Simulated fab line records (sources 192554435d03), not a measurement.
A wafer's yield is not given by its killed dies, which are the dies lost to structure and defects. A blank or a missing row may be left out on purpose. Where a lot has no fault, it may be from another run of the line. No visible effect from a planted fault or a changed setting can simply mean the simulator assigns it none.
Comparing a struck lot with a sound one	flow n5_finfet	37 out of 1938 route steps
Sound: wafers L246.1, L246.5, L246.6. Struck: wafers L237.1, L237.2. The cause comes at the end.
Per side, at each step with rows, come the tool, then ch with its chambers, and then its first start. Under that, the readings that differ: sound wafers	struck wafers	difference of the means	sigmas: that difference in standard deviations of wafers without a fault.
alike: readings with means less than 2 such deviations apart, plus words and numbers identical on both sides. not compared: withheld readings, readings lacking a value on some wafer, bounds such as >300 that could conceal the same value, and numbers that have no deviation in the record and whose values overlap.
Wherever a step has rows on one side only, a row that says differs or no value, or a row with sigmas, the two part there. Numbers that have no deviation but don't overlap get no sigmas and don't part them. A reading that every wafer of one side lacks parts them only if that side has two wafers or more.

first, 9 steps without rows for these wafers: N5_PMOS_HMC_CHANNEL_EPI_COAT_31 (time 60 s, resist thk 66 nm); N5_PMOS_HMC_CHANNEL_EPI_COAT_03 (resist thk 205 nm); N5_PMOS_HMC_CHANNEL_EPI_EBR_05; N5_PMOS_HMC_CHANNEL_EPI_SOFTBAKE_04 (time 60 s); N5_PMOS_HMC_CHANNEL_EPI_EXPOSE_06 (exposes mask PMOS HMC BLK, target cd 240 nm); N5_PMOS_HMC_CHANNEL_EPI_PEB_07 (peb time 60 s); N5_PMOS_HMC_CHANNEL_EPI_DEVELOP_08 (develop time 30 s); N5_PMOS_HMC_CHANNEL_EPI_DESCUM_14 (chemistry O2, time 7.9 s); N5_PMOS_HMC_CHANNEL_EPI_ETCH_32 (etches BARC in N2/H2, stops on SiO2, target depth 85.8 nm, time 50.3 s).
N5_PMOS_HMC_CHANNEL_EPI_HM_OPEN_15: chemistry CHF3/O2, target SiO2, target depth 40.6 nm, time 20.3 s.
  sound on rie_diel-04 ch 0,1,2, day 7 05:46; struck on rie_diel-04 ch 1,2, day 4 23:53
reading	sound	struck	difference	sigmas
model.CAR-ArF-block_of_PMOS_HMC_CHANNEL_EPI_COAT_03.thk_nm (nm)	94.72 92.2 92.01	97.85 98.64	+5.27	
model.etch.depth_nm (nm)	39.47 40.36 39.96	33.2 33.25	-6.7	
  alike: drypump_motor_current_A, oes_product_au, rf_vpp_V, showerhead_plenum_p_Torr, throttle_valve_pct
  not compared: rf_hours_counter_h
then, 25 steps without rows for these wafers: N5_PMOS_HMC_CHANNEL_EPI_STRIP_33 (strips in N2/H2); N5_PMOS_HMC_CHANNEL_EPI_STRIP_17 (strips in SPM, time 750 s); N5_PMOS_HMC_CHANNEL_EPI_ETCH_38 (etches SiO2 in CF4, target depth 1.5 nm); N5_PMOS_HMC_CHANNEL_EPI_FIN_RECESS_16 (chemistry HBr/Cl2, target Si, target depth 54 nm, time 18 s); N5_PMOS_HMC_CHANNEL_EPI_PRECLEAN_36 (cleans in O3/DIW, time 45 s); N5_PMOS_HMC_CHANNEL_EPI_PRECLEAN_18 (cleans in DHF, time 30 s); N5_PMOS_HMC_CHANNEL_EPI_SRD_19 (time 30 s); N5_PMOS_HMC_CHANNEL_EPI_EPI_20 (deposits SiGe30, target thk 59 nm); N5_PMOS_HMC_CHANNEL_EPI_HM_STRIP_35 (strips SiO2 in dHF, material SiO2, target depth 39.6 nm, time 216 s); N5_PMOS_HMC_CHANNEL_EPI_SRD_39 (time 30 s); N5_PMOS_HMC_CHANNEL_EPI_CMP_21 (polishes SiGe30, target thk 54 nm); N5_PMOS_HMC_CHANNEL_EPI_PRECLEAN_40 (cleans in DHF, time 30 s); N5_PMOS_HMC_CHANNEL_EPI_PRECLEAN_37 (cleans in O3/DIW, time 45 s); N5_PMOS_HMC_CHANNEL_EPI_PRECLEAN_24 (cleans in DHF, time 30 s); N5_PMOS_HMC_CHANNEL_EPI_SRD_25 (time 30 s); N5_PMOS_HMC_CHANNEL_EPI_EPI_26 (deposits Si from SiH4/H2, target thk 3.8 nm, time 22.7 s); N5_FIN_SAQP_PRECLEAN_42 (cleans in O3/DIW, time 60 s); N5_FIN_SAQP_PRECLEAN_00 (cleans in SC1, time 60 s); N5_FIN_SAQP_PRECLEAN_44 (cleans in SC2, time 45 s); N5_FIN_SAQP_SRD_01 (time 30 s); N5_FIN_SAQP_ALD_61 (deposits SiO2, target thk 4 nm, pulse time 1 s, purge time 2 s); N5_FIN_SAQP_DENSIFY_62 (time 60 s); N5_FIN_SAQP_HM_DEP_03 (deposits SiNx from SiH4/NH3/N2, target thk 38 nm, time 33.6 s); N5_FIN_SAQP_PECVD_47 (deposits a-Si from SiH4/He, target thk 45 nm, time 36.3 s); N5_FIN_SAQP_PECVD_48 (deposits SiNx from SiH4/NH3/N2, target thk 25 nm, time 22.1 s).
-- here the record skips 6 days between the struck wafers' starts before and after, leaving off in module FIN_SAQP and picking up in module BEOL_M4 (first step shown: number 1111 of the route) --
N5_BEOL_M4_RC_MEAS_101:
  sound on prober-01 ch 0, day 13 10:31; struck on prober-01 ch 0, day 11 02:55
reading	sound	struck	difference	sigmas
DIBL_N (mV/V)	33.8 33.1 36.6	37.9 39.6	+4.2	+2
DIBL_P (mV/V)	32.2 31.8 36.4	39.8 40.8	+6.8	+3
IOFF_N (nA/um)	0.107 0.107 0.147	0.192 0.234	+0.093	+3
IOFF_P (nA/um)	0.14 0.13 0.18	0.34 0.35	+0.19	+5
ION_N (uA/um)	638 661 663	677 697	+33	+3
ION_P (uA/um)	443 452 455	482 481	+32	+4
SS_P (mV/dec)	72.4 71.8 73.4	74.1 74.8	+1.9	+3
VT_N (mV)	257 255 253	247 242	-10	-4
VT_P (mV)	-259 -258 -255	-240 -241	+17	+4
  alike: SS_N
-- record jumps: 4 days separate the struck wafers' starts on either side; left off in module BEOL_M4, taken up again in module PASSIVATION, whose first shown step is the route's number 1936 --
N5_PASSIVATION_PROBE_49:
  rows exist in the record for the struck wafers here (prober-02, day 15 11:45), but not for the sound ones

## WHERE THEY PART
First at N5_BEOL_M4_RC_MEAS_101; last, within this record, at N5_PASSIVATION_PROBE_49.

WHY: the cause the simulator had injected
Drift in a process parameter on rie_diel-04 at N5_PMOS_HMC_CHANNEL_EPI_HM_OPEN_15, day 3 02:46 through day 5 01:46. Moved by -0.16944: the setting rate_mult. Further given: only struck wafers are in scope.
